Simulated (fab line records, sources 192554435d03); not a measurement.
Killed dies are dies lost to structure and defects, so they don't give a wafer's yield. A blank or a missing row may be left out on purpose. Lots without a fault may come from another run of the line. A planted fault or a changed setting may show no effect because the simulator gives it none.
A struck lot beside a sound one | flow n5_finfet | 16 steps out of a route of 1938
Sound: wafers L873.2, L873.4, L873.5. Struck: wafers L878.3, L878.5, L878.6. The cause comes at the end.
At each step with rows: each side's tool, then ch and its chambers, then its first start. Under that, the readings that differ: sound wafers | struck wafers | difference of the means | sigmas: that difference in standard deviations of wafers without a fault.
alike: readings whose means differ by less than 2 such deviations, and words and numbers that are the same on both sides. not compared: withheld readings, readings that some wafer has no value for, bounds like >300 that may hide the same value, and numbers for which the record gives no deviation and whose values overlap.
The two part at a step that has a row with sigmas, a row that says differs or no value, or rows on one side only. Numbers that don't overlap but have no deviation are shown without sigmas and don't part them. A reading that every wafer of one side lacks parts them only if that side has two wafers or more.

N5_BEOL_M3_SPUTTER_90: material Cu, target thk 4.5 nm, time 8.29 s.
  sound on pvd_sputter-02, day 7 22:25; struck on pvd_sputter-03, day 10 04:32
  alike: chamber_pressure_pa, chuck_sensor_temp_C, throttle_valve_pct
then, 3 steps without rows for these wafers: N5_BEOL_M3_ANNEAL_91 (time 240 s); N5_BEOL_M3_SPUTTER_92 (material Cu, target thk 4.5 nm, time 8.29 s); N5_BEOL_M3_ANNEAL_93 (time 240 s).
N5_BEOL_M3_SPUTTER_94: material Cu, target thk 4.5 nm, time 8.29 s.
  sound on pvd_sputter-02, day 7 22:52; struck on pvd_sputter-03, day 10 04:58
  alike: chamber_pressure_pa, chuck_sensor_temp_C, throttle_valve_pct
N5_BEOL_M3_ANNEAL_95: time 240 s.
  sound on pvd_sputter-02, day 7 22:56; struck on pvd_sputter-03, day 10 05:03
  alike: heater_power_w
then, 3 steps without rows for these wafers: N5_BEOL_M3_SPUTTER_96 (material Cu, target thk 4.5 nm, time 8.29 s); N5_BEOL_M3_ECD_50 (material Cu, target thk 300 nm); N5_BEOL_M3_ANNEAL_51 (time 90 s).
N5_BEOL_M3_CMP_52: polishes, stops on SiOC, t overpolish 6.8 s, target thk 40 nm.
  sound on cmp-04 ch 1,2, day 7 23:37; struck on cmp-03 ch 1,2,3, day 10 05:46
  alike: barrier_field_endpoint_s, clearing_platen_rpm, motor_current_A, overpolish_run_s, time_to_endpoint_s
N5_BEOL_M3_THK_MEAS_53: measures by xrf.
  sound on film_metro-02, day 7 23:53; struck on film_metro-02, day 10 05:59
  alike: M3_THK
N5_BEOL_M3_PRE_CLEAN_60: time 15 s.
  sound on cvd_co-01 ch 1,2, day 8 00:00; struck on cvd_co-01 ch 0,1,2, day 10 06:01
  alike: heater_power_w
N5_BEOL_M3_CO_CAP_55: material Co, precursor CCTBA/H2, target thk 2 nm, time 102.1 s.
  sound on cvd_co-01 ch 1,2, day 8 00:02; struck on cvd_co-01 ch 0,1,2, day 10 06:04
  no value came back on the struck wafers for chamber_pressure_Torr (Torr), heater_power_outer_w (W), heater_power_w (W); on the sound wafers chamber_pressure_Torr (Torr) reads 30.02 30.04 29.97
then, 1 step without rows for these wafers: N5_BEOL_M3_PRE_CLEAN_56 (time 15 s).
N5_BEOL_M4_RC_MEAS_101:
  sound on prober-02 ch 0, day 8 10:20; struck on prober-01 ch 0, day 10 17:47
  alike: DIBL_N, DIBL_P, IOFF_N, IOFF_P, ION_N, ION_P, SS_N, SS_P, VT_N, VT_P
-- the record jumps here: 4 days lie between the struck wafers' starts before and after (it left off in module BEOL_M4 and takes up again in module PASSIVATION, whose first step shown is number 1936 of the route) --
N5_PASSIVATION_PROBE_49:
  sound on prober-02, day 12 22:53; struck on prober-02, day 14 20:47
  alike: defect_limited_yield, killed_at_M0_to_M3, killed_at_M4_up, killed_at_contacts, killed_at_front_end, killed_at_other, killed_dies, killed_open, killed_short, sort_bin_5_function, sort_bin_6_memory, sort_n_pass, sort_yield_pct

WHERE THEY PART
Only at N5_BEOL_M3_CO_CAP_55, within this record. Later steps at which nothing parts them and some readings are alike: N5_BEOL_M4_RC_MEAS_101, N5_PASSIVATION_PROBE_49.

WHY: what the simulator had put in
Skipped step whole: cvd_co-01, from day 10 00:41 on, at N5_BEOL_M3_CO_CAP_55. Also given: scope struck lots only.
